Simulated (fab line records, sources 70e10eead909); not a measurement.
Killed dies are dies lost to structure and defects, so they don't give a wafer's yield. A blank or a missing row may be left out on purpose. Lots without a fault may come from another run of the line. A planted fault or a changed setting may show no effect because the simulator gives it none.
A struck lot beside a sound one | flow nand_harc | 42 steps out of a route of 1159
Sound: wafers L700.2, L700.4, L700.6. Struck: wafer L712.2. (L712.3, L712.4 of the same lot were not struck and are left out.) The cause comes at the end.
At each step with rows: each side's tool, then ch and its chambers, then its first start. Under that, the readings that differ: sound wafers | struck wafers | difference of the means | sigmas: that difference in standard deviations of wafers without a fault.
alike: readings whose means differ by less than 2 such deviations, and words and numbers that are the same on both sides. not compared: withheld readings, readings that some wafer has no value for, bounds like >300 that may hide the same value, and numbers for which the record gives no deviation and whose values overlap.
The two part at a step that has a row with sigmas, a row that says differs or no value, or rows on one side only. Numbers that don't overlap but have no deviation are shown without sigmas and don't part them. A reading that every wafer of one side lacks parts them only if that side has two wafers or more.

first, 1 step without rows for these wafers: NHARC_A_CONTACT_ETCH_127 (etches the open film in C4F8/O2/Ar, time 155 s, target depth 956 nm).
NHARC_A_CONTACT_ETCH_128: etches the open film in C4F8/O2/Ar, time 155 s, target depth 956 nm.
  sound on har_cap_etch-01 ch 1, day 17 03:25; struck on har_cap_etch-02 ch 1, day 20 04:18
  alike: oes_air_line_au
  not compared: rf_hours_counter_h
then, 7 steps without rows for these wafers: NHARC_A_CONTACT_ETCH_129 (etches the open film in C4F8/O2/Ar, time 155 s, target depth 956 nm); NHARC_A_CONTACT_ETCH_130 (etches the open film in C4F8/O2/Ar, time 155 s, target depth 956 nm); NHARC_A_CONTACT_ETCH_131 (etches the open film in C4F8/O2/Ar, time 155 s, target depth 956 nm); NHARC_A_CONTACT_ETCH_132 (etches the open film in C4F8/O2/Ar, time 156 s, target depth 958 nm); NHARC_A_CONTACT_ETCH_133 (etches the open film in C4F8/O2/Ar, time 195 s, target depth 840 nm); NHARC_A_CONTACT_ETCH_91 (etches the open film in CH3F/O2, target depth 40 nm, time 85.7 s); NHARC_A_CONTACT_ETCH_97 (etches the open film in C4F6/O2, target depth 20 nm, time 10 s).
NHARC_A_CONTACT_CD_MEAS_80:
  sound on cd_sem-03, day 17 04:57; struck on cd_sem-03, day 20 05:50
  alike: cd_nm
then, 2 steps without rows for these wafers: NHARC_A_CONTACT_STRIP_103 (strips in N2/H2); NHARC_A_CONTACT_STRIP_104 (strips in CF4/CHF3).
NHARC_A_CONTACT_STRIP_105: strips in O2/COS.
  sound on rie_diel-06 ch 0,3, day 17 05:11; struck on rie_diel-06 ch 0,2,3, day 20 06:04
then, 1 step without rows for these wafers: NHARC_A_CONTACT_ETCH_106 (etches the open film in CF4/O2, target depth 60 nm, overetch 6 nm, time 33 s).
NHARC_A_CONTACT_STRIP_82: strips in O2.
  sound on rie_diel-06 ch 2,3; struck on rie_diel-06 ch 2
  reading                | sound                | struck | difference | sigmas
  oes_product_au (a.u.)  | 1.008 0.986 0.985    | 1.012  | +0.019     | +2
  throttle_valve_pct (%) | 17.039 17.020 17.035 | 17.057 | +0.026     | +3
  alike: drypump_motor_current_A, rf_vpp_V, showerhead_plenum_p_Torr
  not compared: rf_hours_counter_h
then, 2 steps without rows for these wafers: NHARC_A_CONTACT_STRIP_83 (strips in post etch residue remover, time 600 s); NHARC_A_CONTACT_DEP_84 (deposits aC, target thk 2000 nm).
NHARC_A_CONTACT_DEP_85: deposits SiON, target thk 50 nm.
  sound on pecvd-01 ch 0,2, day 17 08:26; struck on pecvd-04 ch 0, day 20 08:10
  alike: heater_power_w
then, 10 steps without rows for these wafers: NHARC_A_CONTACT_DEHYDRATE_00 (time 120 s); NHARC_A_CONTACT_HMDS_01 (time 30 s); NHARC_A_CONTACT_COAT_86 (time 75 s); NHARC_A_CONTACT_COAT_87 (time 65 s); NHARC_A_CONTACT_COAT_02 (resist thk 90 nm); NHARC_A_CONTACT_SOFTBAKE_03 (time 55 s); NHARC_A_CONTACT_EBR_04; NHARC_A_CONTACT_EXPOSE_05 (exposes mask A CC); NHARC_A_CONTACT_PEB_06 (peb time 65 s); NHARC_A_CONTACT_DEVELOP_07 (develop time 35 s).
NHARC_A_CONTACT_CD_MEAS_08: target cd 100 nm.
  sound on cd_sem-01 ch 0, day 17 09:08; struck on cd_sem-02 ch 0, day 20 09:00
  reading    | sound             | struck | difference | sigmas
  cd_nm (nm) | 100.9 100.4 100.6 | 99.5   | -1.1       | -2
NHARC_A_CONTACT_OVL_MEAS_09:
  sound on overlay-01, day 17 09:13; struck on overlay-01, day 20 09:05
  alike: overlay_x_nm, overlay_y_nm
NHARC_A_CONTACT_DESCUM_13: chemistry O2, time 3 s.
  sound on rie_diel-06 ch 1,3, day 17 09:19; struck on rie_diel-06 ch 1, day 20 09:11
  alike: drypump_motor_current_A, oes_product_au, rf_vpp_V, showerhead_plenum_p_Torr, throttle_valve_pct
  not compared: rf_hours_counter_h
then, 8 steps without rows for these wafers: NHARC_A_CONTACT_ETCH_88 (etches the open film in CF4, target depth 39 nm, time 65 s); NHARC_A_CONTACT_ETCH_89 (etches the open film in N2/H2, target depth 260 nm, time 475.3 s); NHARC_A_CONTACT_ETCH_30 (etches the open film in CF4/CHF3, target depth 60.5 nm, time 30.2 s); NHARC_A_CONTACT_ETCH_31 (etches the open film in O2/COS, target depth 2000 nm, time 520 s); NHARC_A_CONTACT_ETCH_134 (etches the open film in C4F8/O2/Ar, time 140 s, target depth 700 nm); NHARC_A_CONTACT_ETCH_135 (etches the open film in C4F8/O2/Ar, time 132 s, target depth 1287 nm); NHARC_A_CONTACT_ETCH_136 (etches the open film in C4F8/O2/Ar, time 132 s, target depth 1287 nm); NHARC_A_CONTACT_ETCH_137 (etches the open film in C4F8/O2/Ar, time 132 s, target depth 1287 nm).
NHARC_A_CONTACT_ETCH_138: etches the open film in C4F8/O2/Ar, time 132 s, target depth 1289 nm.
  sound on har_cap_etch-02 ch 0,1, day 17 10:54; struck on har_cap_etch-02 ch 0, day 20 11:01
  alike: oes_air_line_au
  not compared: rf_hours_counter_h
then, 1 step without rows for these wafers: NHARC_A_CONTACT_ETCH_139 (etches the open film in C4F8/O2/Ar, time 137 s, target depth 590 nm).
-- the record jumps here: 2 days lie between the struck wafers' starts before and after (it left off in module A_CONTACT and takes up again in module END, whose first step shown is number 1159 of the route) --
NHARC_END_SORT_01:
  the record has rows for the struck wafers here (prober-02 ch 0, day 22 14:09) and none for the sound ones

WHERE THEY PART
First at NHARC_A_CONTACT_STRIP_82; last, within this record, at NHARC_END_SORT_01.

WHY: what the simulator had put in
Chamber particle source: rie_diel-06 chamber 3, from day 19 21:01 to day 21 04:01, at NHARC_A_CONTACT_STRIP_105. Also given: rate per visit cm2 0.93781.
